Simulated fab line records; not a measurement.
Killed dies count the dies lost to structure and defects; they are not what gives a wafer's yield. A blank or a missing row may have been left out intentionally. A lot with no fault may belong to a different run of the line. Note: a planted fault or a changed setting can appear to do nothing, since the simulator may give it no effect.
Which of the tools did it? || flow nand harc || 72 wafers from 24 lots sampled at 3 of the route's 1159 steps

## WHAT EACH GAUGE READ, for each wafer
NHARC_P_ZERO_WELL_CD_MEAS_24: target cd 720 nm. Usual: cd nm reads 719.1 nm (standard deviation 1.7).
{"lot": "L074", "measured": "day 1 14:27", "on": "cd sem-03", "cd nm (nm)": "720.1 716.4 719.5", "flag": ""}
{"lot": "L075", "measured": "day 1 20:43", "on": "cd sem-01", "cd nm (nm)": "718.1 717.3 719.9", "flag": ""}
{"lot": "L076", "measured": "day 2 02:34", "on": "cd sem-01", "cd nm (nm)": "719.7 718.6 721.4", "flag": ""}
{"lot": "L077", "measured": "day 2 08:35", "on": "cd sem-03", "cd nm (nm)": "718.3 722.2 717.5", "flag": ""}
{"lot": "L078", "measured": "day 2 14:29", "on": "cd sem-03", "cd nm (nm)": "716.6 718.9 722.8", "flag": ""}
{"lot": "L079", "measured": "day 2 20:36", "on": "cd sem-01", "cd nm (nm)": "722.5 717.3 720.0", "flag": ""}
{"lot": "L080", "measured": "day 3 02:35", "on": "cd sem-03", "cd nm (nm)": "718.6 717.4 721.6", "flag": ""}
{"lot": "L081", "measured": "day 3 08:29", "on": "cd sem-01", "cd nm (nm)": "718.3 720.0 720.3", "flag": ""}
{"lot": "L082", "measured": "day 3 14:35", "on": "cd sem-03", "cd nm (nm)": "719.5 718.4 722.9", "flag": ""}
{"lot": "L083", "measured": "day 3 20:28", "on": "cd sem-03", "cd nm (nm)": "719.3 718.9 721.4", "flag": ""}
{"lot": "L084", "measured": "day 4 02:34", "on": "cd sem-03", "cd nm (nm)": "719.3 717.3 718.8", "flag": ""}
{"lot": "L085", "measured": "day 4 08:20", "on": "cd sem-01", "cd nm (nm)": "722.8 718.1 721.1", "flag": ""}
{"lot": "L086", "measured": "day 4 14:37", "on": "cd sem-01", "cd nm (nm)": "721.2 717.8 717.0", "flag": ""}
{"lot": "L087", "measured": "day 4 20:36", "on": "cd sem-01", "cd nm (nm)": "721.6 719.4 721.2", "flag": ""}
{"lot": "L088", "measured": "day 5 02:37", "on": "cd sem-02", "cd nm (nm)": "722.1 718.7 719.9", "flag": ""}
{"lot": "L089", "measured": "day 5 08:36", "on": "cd sem-01", "cd nm (nm)": "718.0 722.5 719.4", "flag": ""}
{"lot": "L090", "measured": "day 5 14:29", "on": "cd sem-03", "cd nm (nm)": "719.0 719.9 722.0", "flag": ""}
{"lot": "L091", "measured": "day 5 20:47", "on": "cd sem-03", "cd nm (nm)": "722.4 721.1 719.1", "flag": ""}
{"lot": "L092", "measured": "day 6 02:35", "on": "cd sem-03", "cd nm (nm)": "718.1 716.5 719.5", "flag": ""}
{"lot": "L093", "measured": "day 6 08:43", "on": "cd sem-02", "cd nm (nm)": "718.4 721.5 720.4", "flag": ""}
{"lot": "L094", "measured": "day 6 14:28", "on": "cd sem-01", "cd nm (nm)": "716.4 718.8 717.5", "flag": ""}
{"lot": "L095", "measured": "day 6 20:43", "on": "cd sem-02", "cd nm (nm)": "719.2 718.1 715.9", "flag": ""}
{"lot": "L096", "measured": "day 7 02:39", "on": "cd sem-02", "cd nm (nm)": "718.0 721.9 719.2", "flag": ""}
{"lot": "L097", "measured": "day 7 08:28", "on": "cd sem-02", "cd nm (nm)": "718.5 718.9 723.8", "flag": ""}

NHARC_P_ZERO_WELL_INSPECT_43. Usual: raw defect count reads 13 (standard deviation 6.7).
{"lot": "L074", "measured": "day 1 19:31", "on": "defect inspect-02", "raw defect count": "8 11 14", "flag": ""}
{"lot": "L075", "measured": "day 2 01:59", "on": "defect inspect-01", "raw defect count": "32 16 19", "flag": ""}
{"lot": "L076", "measured": "day 2 07:32", "on": "defect inspect-01", "raw defect count": "19 32 28", "flag": ""}
{"lot": "L077", "measured": "day 2 13:36", "on": "defect inspect-01", "raw defect count": "4 9 9", "flag": ""}
{"lot": "L078", "measured": "day 2 19:38", "on": "defect inspect-01", "raw defect count": "5 2 4", "flag": ""}
{"lot": "L079", "measured": "day 3 01:49", "on": "defect inspect-01", "raw defect count": "18 13 21", "flag": ""}
{"lot": "L080", "measured": "day 3 07:32", "on": "defect inspect-01", "raw defect count": "11 6 10", "flag": ""}
{"lot": "L081", "measured": "day 3 13:35", "on": "defect inspect-02", "raw defect count": "10 11 9", "flag": ""}
{"lot": "L082", "measured": "day 3 19:34", "on": "defect inspect-01", "raw defect count": "12 19 8", "flag": ""}
{"lot": "L083", "measured": "day 4 01:27", "on": "defect inspect-02", "raw defect count": "9 11 18", "flag": ""}
{"lot": "L084", "measured": "day 4 07:44", "on": "defect inspect-02", "raw defect count": "11 22 8", "flag": ""}
{"lot": "L085", "measured": "day 4 13:14", "on": "defect inspect-02", "raw defect count": "6 5 16", "flag": ""}
{"lot": "L086", "measured": "day 4 19:34", "on": "defect inspect-02", "raw defect count": "6 14 22", "flag": ""}
{"lot": "L087", "measured": "day 5 01:40", "on": "defect inspect-02", "raw defect count": "7 6 5", "flag": ""}
{"lot": "L088", "measured": "day 5 07:37", "on": "defect inspect-01", "raw defect count": "13 16 11", "flag": ""}
{"lot": "L089", "measured": "day 5 13:40", "on": "defect inspect-02", "raw defect count": "2 4 8", "flag": ""}
{"lot": "L090", "measured": "day 5 19:34", "on": "defect inspect-02", "raw defect count": "16 25 15", "flag": ""}
{"lot": "L091", "measured": "day 6 01:53", "on": "defect inspect-02", "raw defect count": "11 16 11", "flag": ""}
{"lot": "L092", "measured": "day 6 07:36", "on": "defect inspect-02", "raw defect count": "12 15 8", "flag": ""}
{"lot": "L093", "measured": "day 6 13:50", "on": "defect inspect-02", "raw defect count": "14 7 9", "flag": ""}
{"lot": "L094", "measured": "day 6 19:27", "on": "defect inspect-01", "raw defect count": "24 10 20", "flag": ""}
{"lot": "L095", "measured": "day 7 04:19", "on": "defect inspect-01", "raw defect count": "16 13 14", "flag": ""}
{"lot": "L096", "measured": "day 7 07:50", "on": "defect inspect-02", "raw defect count": "13 17 10", "flag": ""}
{"lot": "L097", "measured": "day 7 13:41", "on": "defect inspect-02", "raw defect count": "20 10 20", "flag": ""}

## WHAT TOOL EACH LOT RAN ON (gives the tool, then ch and the chambers of the sampled wafers, and finally the start)
{"lot": "L074", "NHARC_P_ZERO_WELL_DESCUM_54": "rie diel-01 ch 0,2,3, day 1 17:52"}
{"lot": "L075", "NHARC_P_ZERO_WELL_DESCUM_54": "rie diel-07 ch 0,1,3, day 2 00:14"}
{"lot": "L076", "NHARC_P_ZERO_WELL_DESCUM_54": "rie diel-01 ch 1,2, day 2 05:52"}
{"lot": "L077", "NHARC_P_ZERO_WELL_DESCUM_54": "rie diel-01 ch 1,3, day 2 11:55"}
{"lot": "L078", "NHARC_P_ZERO_WELL_DESCUM_54": "rie diel-01 ch 1,2,3, day 2 17:51"}
{"lot": "L079", "NHARC_P_ZERO_WELL_DESCUM_54": "rie diel-09 ch 1,2,3, day 3 00:04"}
{"lot": "L080", "NHARC_P_ZERO_WELL_DESCUM_54": "rie diel-09 ch 1,2,3, day 3 05:54"}
{"lot": "L081", "NHARC_P_ZERO_WELL_DESCUM_54": "rie diel-01 ch 1,2,3, day 3 11:57"}
{"lot": "L082", "NHARC_P_ZERO_WELL_DESCUM_54": "rie diel-09 ch 1,2, day 3 17:56"}
{"lot": "L083", "NHARC_P_ZERO_WELL_DESCUM_54": "rie diel-01 ch 1,2,3, day 3 23:46"}
{"lot": "L084", "NHARC_P_ZERO_WELL_DESCUM_54": "rie diel-01 ch 0,2,3, day 4 06:04"}
{"lot": "L085", "NHARC_P_ZERO_WELL_DESCUM_54": "rie diel-01 ch 0,2,3, day 4 11:34"}
{"lot": "L086", "NHARC_P_ZERO_WELL_DESCUM_54": "rie diel-09 ch 0,2,3, day 4 17:55"}
{"lot": "L087", "NHARC_P_ZERO_WELL_DESCUM_54": "rie diel-09 ch 1,2, day 5 00:01"}
{"lot": "L088", "NHARC_P_ZERO_WELL_DESCUM_54": "rie diel-07 ch 0,1,3, day 5 05:56"}
{"lot": "L089", "NHARC_P_ZERO_WELL_DESCUM_54": "rie diel-07 ch 0,3, day 5 11:56"}
{"lot": "L090", "NHARC_P_ZERO_WELL_DESCUM_54": "rie diel-09 ch 2,3, day 5 17:55"}
{"lot": "L091", "NHARC_P_ZERO_WELL_DESCUM_54": "rie diel-09 ch 1,2,3, day 6 00:14"}
{"lot": "L092", "NHARC_P_ZERO_WELL_DESCUM_54": "rie diel-01 ch 1,2,3, day 6 05:59"}
{"lot": "L093", "NHARC_P_ZERO_WELL_DESCUM_54": "rie diel-07 ch 0,1, day 6 12:10"}
{"lot": "L094", "NHARC_P_ZERO_WELL_DESCUM_54": "rie diel-07 ch 0,1, day 6 17:48"}
{"lot": "L095", "NHARC_P_ZERO_WELL_DESCUM_54": "rie diel-07 ch 0,1,2, day 7 02:37"}
{"lot": "L096", "NHARC_P_ZERO_WELL_DESCUM_54": "rie diel-09 ch 2,3, day 7 06:11"}
{"lot": "L097", "NHARC_P_ZERO_WELL_DESCUM_54": "rie diel-07 ch 1,3, day 7 11:55"}
- NHARC_P_ZERO_WELL_DESCUM_54: chemistry O2, time 3 s.

## WHAT THE TOOLS THEMSELVES READ (means of the sampled wafers that have a number; where no wafer has one, the mark that the record gives instead)
NHARC_P_ZERO_WELL_DESCUM_54. Usual: chamber pressure mTorr 60.01 mTorr, standard deviation 0.053; drypump motor current A 5.6 A, standard deviation 0.52; oes product au 1.002 a.u., standard deviation 0.013; rf vpp V 57.7 V, standard deviation 0.89; showerhead plenum p Torr 1.89 Torr, standard deviation 0.1; throttle valve pct 11.311 %, standard deviation 0.0093.
{"lot": "L074", "tool": "rie diel-01", "chamber pressure mTorr (mTorr)": 59.99, "drypump motor current A (A)": 5.8, "oes product au (a.u.)": 1.007, "rf vpp V (V)": 57.2, "showerhead plenum p Torr (Torr)": 1.87, "throttle valve pct (%)": 11.309, "flag": ""}
{"lot": "L075", "tool": "rie diel-07", "chamber pressure mTorr (mTorr)": 59.96, "drypump motor current A (A)": 5.9, "oes product au (a.u.)": 1.004, "rf vpp V (V)": 56.9, "showerhead plenum p Torr (Torr)": 1.91, "throttle valve pct (%)": 11.315, "flag": ""}
{"lot": "L076", "tool": "rie diel-01", "chamber pressure mTorr (mTorr)": 60.03, "drypump motor current A (A)": 6.0, "oes product au (a.u.)": 1.008, "rf vpp V (V)": 56.6, "showerhead plenum p Torr (Torr)": 1.82, "throttle valve pct (%)": 11.299, "flag": ""}
{"lot": "L077", "tool": "rie diel-01", "chamber pressure mTorr (mTorr)": 60.03, "drypump motor current A (A)": 5.3, "oes product au (a.u.)": 1.026, "rf vpp V (V)": 58.0, "showerhead plenum p Torr (Torr)": 1.92, "throttle valve pct (%)": 11.307, "flag": ""}
{"lot": "L078", "tool": "rie diel-01", "chamber pressure mTorr (mTorr)": 60.07, "drypump motor current A (A)": 5.8, "oes product au (a.u.)": 1.018, "rf vpp V (V)": 57.3, "showerhead plenum p Torr (Torr)": 1.88, "throttle valve pct (%)": 11.305, "flag": ""}
{"lot": "L079", "tool": "rie diel-09", "chamber pressure mTorr (mTorr)": 60.02, "drypump motor current A (A)": 5.2, "oes product au (a.u.)": 0.985, "rf vpp V (V)": 58.3, "showerhead plenum p Torr (Torr)": 1.93, "throttle valve pct (%)": 11.308, "flag": ""}
{"lot": "L080", "tool": "rie diel-09", "chamber pressure mTorr (mTorr)": 60.03, "drypump motor current A (A)": 5.2, "oes product au (a.u.)": 0.986, "rf vpp V (V)": 58.5, "showerhead plenum p Torr (Torr)": 1.93, "throttle valve pct (%)": 11.308, "flag": ""}
{"lot": "L081", "tool": "rie diel-01", "chamber pressure mTorr (mTorr)": 60.01, "drypump motor current A (A)": 5.8, "oes product au (a.u.)": 1.019, "rf vpp V (V)": 57.3, "showerhead plenum p Torr (Torr)": 1.88, "throttle valve pct (%)": 11.309, "flag": ""}
{"lot": "L082", "tool": "rie diel-09", "chamber pressure mTorr (mTorr)": 59.95, "drypump motor current A (A)": 5.2, "oes product au (a.u.)": 0.991, "rf vpp V (V)": 58.1, "showerhead plenum p Torr (Torr)": 1.89, "throttle valve pct (%)": 11.314, "flag": ""}
{"lot": "L083", "tool": "rie diel-01", "chamber pressure mTorr (mTorr)": 60.07, "drypump motor current A (A)": 5.8, "oes product au (a.u.)": 1.006, "rf vpp V (V)": 58.0, "showerhead plenum p Torr (Torr)": 1.88, "throttle valve pct (%)": 11.313, "flag": ""}
{"lot": "L084", "tool": "rie diel-01", "chamber pressure mTorr (mTorr)": 60.00, "drypump motor current A (A)": 5.9, "oes product au (a.u.)": 1.010, "rf vpp V (V)": 57.5, "showerhead plenum p Torr (Torr)": 1.87, "throttle valve pct (%)": 11.319, "flag": ""}
{"lot": "L085", "tool": "rie diel-01", "chamber pressure mTorr (mTorr)": 60.02, "drypump motor current A (A)": 5.8, "oes product au (a.u.)": 1.007, "rf vpp V (V)": 57.9, "showerhead plenum p Torr (Torr)": 1.87, "throttle valve pct (%)": 11.313, "flag": ""}
{"lot": "L086", "tool": "rie diel-09", "chamber pressure mTorr (mTorr)": 60.00, "drypump motor current A (A)": 5.2, "oes product au (a.u.)": 0.992, "rf vpp V (V)": 57.9, "showerhead plenum p Torr (Torr)": 1.88, "throttle valve pct (%)": 11.318, "flag": ""}
{"lot": "L087", "tool": "rie diel-09", "chamber pressure mTorr (mTorr)": 59.98, "drypump motor current A (A)": 5.2, "oes product au (a.u.)": 1.008, "rf vpp V (V)": 57.4, "showerhead plenum p Torr (Torr)": 1.89, "throttle valve pct (%)": 11.307, "flag": ""}
{"lot": "L088", "tool": "rie diel-07", "chamber pressure mTorr (mTorr)": 60.00, "drypump motor current A (A)": 6.0, "oes product au (a.u.)": 1.004, "rf vpp V (V)": 57.3, "showerhead plenum p Torr (Torr)": 1.91, "throttle valve pct (%)": 11.310, "flag": ""}
{"lot": "L089", "tool": "rie diel-07", "chamber pressure mTorr (mTorr)": 59.98, "drypump motor current A (A)": 5.9, "oes product au (a.u.)": 1.000, "rf vpp V (V)": 57.9, "showerhead plenum p Torr (Torr)": 1.96, "throttle valve pct (%)": 11.316, "flag": ""}
{"lot": "L090", "tool": "rie diel-09", "chamber pressure mTorr (mTorr)": 60.00, "drypump motor current A (A)": 5.3, "oes product au (a.u.)": 0.987, "rf vpp V (V)": 57.7, "showerhead plenum p Torr (Torr)": 1.97, "throttle valve pct (%)": 11.313, "flag": ""}
{"lot": "L091", "tool": "rie diel-09", "chamber pressure mTorr (mTorr)": 59.99, "drypump motor current A (A)": 5.2, "oes product au (a.u.)": 0.991, "rf vpp V (V)": 57.8, "showerhead plenum p Torr (Torr)": 1.93, "throttle valve pct (%)": 11.312, "flag": ""}
{"lot": "L092", "tool": "rie diel-01", "chamber pressure mTorr (mTorr)": 59.92, "drypump motor current A (A)": 5.8, "oes product au (a.u.)": 1.017, "rf vpp V (V)": 58.0, "showerhead plenum p Torr (Torr)": 1.88, "throttle valve pct (%)": 11.313, "flag": ""}
{"lot": "L093", "tool": "rie diel-07", "chamber pressure mTorr (mTorr)": 60.02, "drypump motor current A (A)": 5.6, "oes product au (a.u.)": 0.997, "rf vpp V (V)": 58.6, "showerhead plenum p Torr (Torr)": 1.99, "throttle valve pct (%)": 11.311, "flag": ""}
{"lot": "L094", "tool": "rie diel-07", "chamber pressure mTorr (mTorr)": 59.98, "drypump motor current A (A)": 5.6, "oes product au (a.u.)": 0.988, "rf vpp V (V)": 58.7, "showerhead plenum p Torr (Torr)": 1.99, "throttle valve pct (%)": 11.311, "flag": ""}
{"lot": "L095", "tool": "rie diel-07", "chamber pressure mTorr (mTorr)": 60.01, "drypump motor current A (A)": 5.5, "oes product au (a.u.)": 0.998, "rf vpp V (V)": 57.5, "showerhead plenum p Torr (Torr)": 1.99, "throttle valve pct (%)": 11.313, "flag": ""}
{"lot": "L096", "tool": "rie diel-09", "chamber pressure mTorr (mTorr)": 60.07, "drypump motor current A (A)": 5.4, "oes product au (a.u.)": 0.986, "rf vpp V (V)": 58.4, "showerhead plenum p Torr (Torr)": 1.97, "throttle valve pct (%)": 11.308, "flag": ""}
{"lot": "L097", "tool": "rie diel-07", "chamber pressure mTorr (mTorr)": 60.00, "drypump motor current A (A)": 6.3, "oes product au (a.u.)": 1.005, "rf vpp V (V)": 57.7, "showerhead plenum p Torr (Torr)": 1.81, "throttle valve pct (%)": 11.316, "flag": ""}

## THE ANSWER, worked out from the rows above alone
Rule: take the mean of a lot's wafers that have a number; if it is more than 3 standard deviations from the usual mean, the lot is off. Also off: a lot with no number at a reading for which 4 or more lots have one. Any other lot the step has rows for is counted as sound. After the gauges, taken in route order, come the tools' own readings; for these a lot's mean is taken, as printed above. At the first step where some lot is off, the reading lying furthest off is the one used; lots without a number count as furthest.
None of the lots is off at any reading shown; this tells nothing.

## WHAT THE SIMULATOR HAD PUT IN
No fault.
